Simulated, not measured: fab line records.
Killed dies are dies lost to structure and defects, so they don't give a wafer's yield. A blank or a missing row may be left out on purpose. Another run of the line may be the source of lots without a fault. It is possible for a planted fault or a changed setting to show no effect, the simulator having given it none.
A lot that was struck, set against a sound lot :: flow n5Finfet :: 37 out of 1938 route steps
Sound: these wafers, L590.2, L590.3, L590.6. Struck: wafer L601.4. (L601.6 of the same lot was not struck and is left out.) The cause comes at the end.
Each step with rows lists, per side, the tool, then ch with its chambers, then its first start. Under that, the readings that differ: sound wafers :: struck wafers :: difference of the means :: sigmas: that difference in standard deviations of wafers without a fault.
alike: same words and numbers on both sides, and readings whose means sit less than 2 such deviations apart. not compared: any withheld reading, any reading some wafer has no value for, any bound like >300 that may hide the same value, and any number with overlapping values for which the record gives no deviation.
The two part at a step that has a row with sigmas, a row that says differs or no value, or rows on one side only. Non-overlapping numbers with no deviation appear without sigmas and do not part them. A reading that every wafer of one side lacks parts them only if that side has two wafers or more.

first, 11 steps without rows for these wafers: N5_BEOL_M14_ETCH_59 (etches BARC in N2/H2, target depth 89 nm, overetch 26.7 nm, time 67.9 s); N5_BEOL_M14_VIA_ETCH_16 (etches SiO2 in C4F8/O2/Ar, target depth 1231.3 nm); N5_BEOL_M14_STRIP_63 (strips in O2); N5_BEOL_M14_STRIP_64 (strips in O2); N5_BEOL_M14_STRIP_71 (strips in post etch residue remover, time 60 s); N5_BEOL_M14_SRD_72 (time 30 s, dry time 30 s); N5_BEOL_M14_COAT_65 (time 60 s, resist thk 450 nm); N5_BEOL_M14_COAT_66 (time 60 s, resist thk 110 nm); N5_BEOL_M14_COAT_22 (resist thk 300 nm); N5_BEOL_M14_EBR_24; N5_BEOL_M14_SOFTBAKE_23 (time 60 s).
N5_BEOL_M14_EXPOSE_25: exposes mask M14, target cd 280 nm.
  sound on krfScanner-02 ch 0, day 11 13:33; struck on krfScanner-02 ch 0, day 15 06:16
  alike: mask
then, 3 steps without rows for these wafers: N5_BEOL_M14_PEB_26 (peb time 90 s); N5_BEOL_M14_DEVELOP_27 (develop time 45 s); N5_BEOL_M14_HARDBAKE_32 (time 120 s).
N5_BEOL_M14_CD_MEAS_28: target cd 284.4 nm.
  sound on cdSem-03 ch 0, day 11 13:43; struck on cdSem-02 ch 0, day 15 06:25
reading: cdNm (nm)
sound: 286.3 282.9 283.0
struck: 301.8
difference: +17.7
sigmas: +9
N5_BEOL_M14_DESCUM_33: chemistry O2, time 7.9 s.
  sound on rieDiel-04 ch 0,1,3, day 11 14:16; struck on rieDiel-01 ch 1, day 15 06:50
reading: model.BEOL_M14.cdNm (nm)
sound: 286 282.6 282.8
struck: 301.8
difference: +18.0
sigmas: 
  alike: drypumpMotorCurrentA, o2FlowSccm, oesProductAu, rfVppV, showerheadPlenumPTorr, throttleValvePct
  not compared: rfHoursCounterH
then, 6 steps without rows for these wafers: N5_BEOL_M14_ETCH_67 (etches SiARC in CF4, target depth 143 nm, time 238.3 s); N5_BEOL_M14_ETCH_68 (etches SOC in N2/H2, time 450 s); N5_BEOL_M14_STRIP_69 (strips in N2/H2); N5_BEOL_M14_TRENCH_ETCH_34 (etches SiO2 in C4F8/O2/Ar, target depth 556.65 nm, time 126.9 s); N5_BEOL_M14_STRIP_70 (strips in C4F8/O2/Ar); N5_BEOL_M14_STRIP_37 (strips in O2).
N5_BEOL_M14_ETCH_38: etches SiCN in CF4/N2, target depth 106.5 nm, time 120.6 s.
  sound on rieDiel-04 ch 0,3; struck on rieDiel-02 ch 2
reading: drypumpMotorCurrentA (A)
sound: 5.3 5.6 5.3
struck: 6.6
difference: +1.2
sigmas: +3

reading: throttleValvePct (%)
sound: 15.54 15.52 15.54
struck: 15.97
difference: +0.44
sigmas: +2

reading: model.BEOL_M14.cdNm (nm)
sound: 280.8 276 278.6
struck: 299.6
difference: +21.1
sigmas: 
  alike: oesProductAu, rfVppV, showerheadPlenumPTorr
  not compared: rfHoursCounterH
then, 12 steps without rows for these wafers: N5_BEOL_M14_PRECLEAN_39 (cleans in residue remover, time 60 s); N5_BEOL_M14_SRD_40 (time 30 s, dry time 30 s); N5_BEOL_M14_DEGAS_41 (time 60 s); N5_BEOL_M14_PRE_CLEAN_42 (time 30 s); N5_BEOL_M14_SPUTTER_43 (material TaN, target thk 15 nm, time 24.19 s); N5_BEOL_M14_SPUTTER_44 (material Ta, target thk 15 nm, time 24.19 s); N5_BEOL_M14_SPUTTER_45 (material Cu, target thk 100 nm, time 16.67 s); N5_BEOL_M14_ECD_47 (material Cu, target thk 1248 nm); N5_BEOL_M14_ANNEAL_48 (time 90 s); N5_BEOL_M14_CMP_49 (polishes, stops on SiO2, t overpolish 5.2 s, target thk 560 nm); N5_BEOL_M14_PRE_CLEAN_52 (time 15 s); N5_BEOL_M14_DEP_53 (deposits SiCN from 3MS/NH3, target thk 50 nm, time 17.8 s).
N5_BEOL_M15_RC_MEAS_101:
  sound on prober-01 ch 0, day 12 08:13; struck on prober-01 ch 0, day 15 18:37
reading: COMB_M15 (S/m)
sound: 3.2e-12 2.5e-12 1.8e-12
struck: 1.2e-12
difference: -1.3e-12
sigmas: -3

reading: COMB_M7_max_site (S/m)
sound: 4.4e-11 4.3e-11 4.7e-11
struck: 2.7e-11
difference: -1.8e-11
sigmas: -2

reading: COMB_M8_max_site (S/m)
sound: 1.8e-11 3.1e-11 3.2e-11
struck: 4.9e-11
difference: +2.2e-11
sigmas: +2

reading: SERP_M12 (ohm/um)
sound: 0.644 0.656 0.645
struck: 0.615
difference: -0.033
sigmas: -2

reading: SERP_M14 (ohm/um)
sound: 0.155 0.163 0.159
struck: 0.144
difference: -0.015
sigmas: -3

reading: SERP_M14_max_site (ohm/um)
sound: 0.157 0.164 0.161
struck: 0.145
difference: -0.016
sigmas: -3

reading: SERP_M9 (ohm/um)
sound: 2.81 2.83 2.88
struck: 3.16
difference: +0.32
sigmas: +3
  alike: COMB_M10, COMB_M10_max_site, COMB_M11, COMB_M12, COMB_M13, COMB_M14, COMB_M5, COMB_M6, COMB_M7, COMB_M8, COMB_M9, SERP_M10, SERP_M11, SERP_M13, SERP_M13_max_site, SERP_M5, SERP_M5_max_site, SERP_M6, SERP_M6_max_site, SERP_M7, SERP_M8

== WHERE THEY PART ==
Earliest at N5_BEOL_M14_CD_MEAS_28; latest, in this record, at N5_BEOL_M15_RC_MEAS_101.

WHY: what the simulator had put in
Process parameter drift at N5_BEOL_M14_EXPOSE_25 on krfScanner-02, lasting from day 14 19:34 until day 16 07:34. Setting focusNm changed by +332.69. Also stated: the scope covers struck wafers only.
